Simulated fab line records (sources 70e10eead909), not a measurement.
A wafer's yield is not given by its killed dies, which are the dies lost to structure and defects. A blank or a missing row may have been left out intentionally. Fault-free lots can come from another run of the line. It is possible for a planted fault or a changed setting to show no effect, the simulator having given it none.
Comparing a struck lot with a sound one | flow nand_harc | 16 steps out of a route of 1302
Sound: the wafers L734.4, L734.5, L734.6. Wafers L748.1, L748.3, L748.6 were the ones struck. The cause comes at the end.
For every step that has rows: the tool of each side, followed by ch and its chambers, followed by its first start. Under that, the readings that differ: sound wafers | struck wafers | difference of the means | sigmas: that difference in standard deviations of wafers without a fault.
alike: same words and numbers on both sides, and readings whose means sit less than 2 such deviations apart. not compared: any withheld reading, any reading some wafer has no value for, any bound like >300 that may hide the same value, and any number with overlapping values for which the record gives no deviation.
The two part at a step that has a row with sigmas, a row that says differs or no value, or rows on one side only. When numbers do not overlap yet have no deviation, they are printed without sigmas and do not part them. A reading missing from all wafers of one side parts the sides only when that side holds two or more wafers.

first, 1 step without rows for these wafers: NHARC_A_DECK1_JOINT_SRD_15.
NHARC_A_DECK1_JOINT_DEP_16: deposits SiO2, target thk 45 nm.
  sound on pecvd-02 ch 0,1,2, day 13 00:10; struck on pecvd-03 ch 1,2, day 18 18:07
  alike: heater_power_w, throttle_valve_pct
NHARC_A_DECK1_JOINT_THK_MEAS_17: measures by ellipsometry.
  sound on film_metro-01, day 13 00:22; struck on film_metro-01, day 18 18:24
  alike: thk_nm
NHARC_A_DECK1_JOINT_INSPECT_05:
  sound on defect_inspect-01, day 13 00:24; struck on defect_inspect-02, day 18 18:26
  alike: raw_defect_count
then, 1 step without rows for these wafers: NHARC_A_ONON_D2_DEP_00 (target thk 1000 nm).
NHARC_A_ONON_D2_THK_MEAS_02: measures by ellipsometry.
  sound on film_metro-02, day 13 00:59; struck on film_metro-02, day 18 19:00
  alike: thk_nm
then, 1 step without rows for these wafers: NHARC_A_ONON_D2_DEP_03 (target thk 1000 nm).
NHARC_A_ONON_D2_THK_MEAS_05: measures by ellipsometry.
  sound on film_metro-01, day 13 01:33; struck on film_metro-02, day 18 19:34
  alike: thk_nm
then, 1 step without rows for these wafers: NHARC_A_ONON_D2_DEP_06 (target thk 1000 nm).
NHARC_A_ONON_D2_THK_MEAS_08: measures by ellipsometry.
  sound on film_metro-02, day 13 02:07; struck on film_metro-02, day 18 20:08
  alike: thk_nm
then, 1 step without rows for these wafers: NHARC_A_ONON_D2_DEP_09 (target thk 1000 nm).
NHARC_A_ONON_D2_THK_MEAS_11: measures by ellipsometry.
  sound on film_metro-02, day 13 02:41; struck on film_metro-02, day 18 20:42
  alike: thk_nm
NHARC_A_ONON_D2_DEP_12: target thk 1000 nm.
  sound on pecvd_onon-01 ch 0, day 13 02:55; struck on pecvd_onon-04 ch 0, day 18 20:46
  alike: n2o_flow_sccm
NHARC_A_ONON_D2_THK_MEAS_14: measures by ellipsometry.
  sound on film_metro-01, day 13 03:15; struck on film_metro-02, day 18 21:16
  reading     | sound          | struck         | difference | sigmas
  thk_nm (nm) | 1003 1001 1001 | 1593 1595 1596 | +593       | +62
then, 1 step without rows for these wafers: NHARC_A_ONON_D2_ANNEAL_15 (time 3600 s).
-- break in the record here, with 12 days between the starts of the struck wafers on either side (left off in module A_ONON_D2, picked up again in module END, where the first step shown is number 1302 on the route) --
NHARC_END_SORT_01:
  here the record holds rows for the struck wafers (prober-01 ch 0, day 31 02:40) but none for the sound ones

## WHERE THEY PART
Last at NHARC_END_SORT_01 as far as this record goes, first at NHARC_A_ONON_D2_THK_MEAS_14.

WHY: whatever the simulator had introduced
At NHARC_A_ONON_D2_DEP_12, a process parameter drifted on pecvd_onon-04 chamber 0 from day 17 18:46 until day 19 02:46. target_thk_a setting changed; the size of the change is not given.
